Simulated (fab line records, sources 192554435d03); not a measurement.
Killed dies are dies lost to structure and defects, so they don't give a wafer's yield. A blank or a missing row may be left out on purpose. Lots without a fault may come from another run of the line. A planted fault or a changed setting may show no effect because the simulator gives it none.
Split-lot experiment | flow n5_finfet | 7 lots, 21 wafers read, on a route of 1938 steps

THE SPLIT
At N5_HKMG_FIN_ETCH_58 (etches SOC in N2/H2, target depth 215.8 nm, time 741 s), the setting source_w was moved away from the recipe's 875 W on 8 of the 21 wafers read, by -17.6% to +6.1%. The other wafers ran this setting at the recipe's value.

The reading is taken at the split's own step.

THE READING
rf_vpp_V, in V, at N5_HKMG_FIN_ETCH_58 (etches SOC in N2/H2, target depth 215.8 nm, time 741 s). Fault-free wafers of this fab line usually give 99.0 V, standard deviation 0.98 V.

wafer  | tool, chamber at the split | source_w as run, W | against the recipe | rf_vpp_V, V | against lot-mates on the recipe
L076.1 | rie_diel-06, 2             | 875                | recipe             | 99.6        | -
L076.3 | rie_diel-06, 0             | 875                | recipe             | 99.7        | -
L076.5 | rie_diel-06, 3             | 875                | recipe             | 98.2        | -
L077.2 | rie_diel-04, 3             | 928.3              | +6.1%              | 95.5        | -5.1
L077.3 | rie_diel-04, 1             | 875                | recipe             | 100.6       | -
L077.4 | rie_diel-04, 0             | 928.3              | +6.1%              | 96.0        | -4.6
L080.1 | rie_diel-04, 3             | 875                | recipe             | 98.2        | -
L080.3 | rie_diel-04, 0             | 720.9              | -17.6%             | 105.1       | +6.9
L080.6 | rie_diel-04, 3             | 720.9              | -17.6%             | 106.8       | +8.6
L085.1 | rie_diel-01, 3             | 875                | recipe             | 99.9        | -
L085.3 | rie_diel-01, 1             | 744.7              | -14.9%             | 103.4       | +3.5
L085.6 | rie_diel-01, 1             | 744.7              | -14.9%             | 104.4       | +4.5
L088.2 | rie_diel-04, 0             | 875                | recipe             | 98.4        | -
L088.4 | rie_diel-04, 1             | 875                | recipe             | 98.8        | -
L088.6 | rie_diel-04, 1             | 875                | recipe             | 98.5        | -
L093.3 | rie_diel-06, 3             | 875                | recipe             | 99.1        | -
L093.4 | rie_diel-06, 0             | 757.2              | -13.5%             | 103.4       | +4.3
L093.6 | rie_diel-06, 1             | 757.2              | -13.5%             | 104.6       | +5.5
L095.1 | rie_diel-01, 3             | 875                | recipe             | 98.3        | -
L095.2 | rie_diel-01, 2             | 875                | recipe             | 98.6        | -
L095.4 | rie_diel-01, 2             | 875                | recipe             | 98.2        | -

THE FIT
A straight line over all 21 wafers: rf_vpp_V changes by -0.388 V for each +1% of source_w; r = -0.97; the points scatter about the line by 0.81 V.
The same after taking each lot's own level away (the mean of its wafers on the recipe; 21 wafers): -0.412 V for each +1%; r = -0.95; scatter 1.1 V.
On that fit, the largest move of source_w shifts the reading by 7.3 V.
The lots' own levels span 98.20 to 100.60 V, that is 2.4 times the standard deviation above.
So the lot-to-lot level changes the slope little: the two slopes agree.
Check: with one of the wafers moved furthest among these (-17.6%) left out of the fit, the line predicts +6.79 V for it against its lot-mates. It came out at +6.9 V against them.
Tool readings at the split's step, against how far the setting was moved: rf_vpp_V r = -0.97.

THE WHOLE CHAIN: every reading that the file lists as answering this split, in the file's order
step                | what it does                                           | reading                                                                    | change (the file's fit)              | r (the file's)
N5_HKMG_FIN_ETCH_58 | etches SOC in N2/H2, target depth 215.8 nm, time 741 s | rf_vpp_V                                                                   | -0.39 V for each +1% of the setting  | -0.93
N5_HKMG_FIN_ETCH_58 | etches SOC in N2/H2, target depth 215.8 nm, time 741 s | HKMG_FIN.feature_depth_nm (the simulator's own value, which no gauge read) | +1.67 nm for each +1% of the setting | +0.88
N5_HKMG_FIN_ETCH_58 | etches SOC in N2/H2, target depth 215.8 nm, time 741 s | etch.depth_nm (the simulator's own value, which no gauge read)             | +1.66 nm for each +1% of the setting | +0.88

THE FILE'S OWN FIT
rf_vpp_V changes by -0.39 V for each +1% of source_w, r = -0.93.
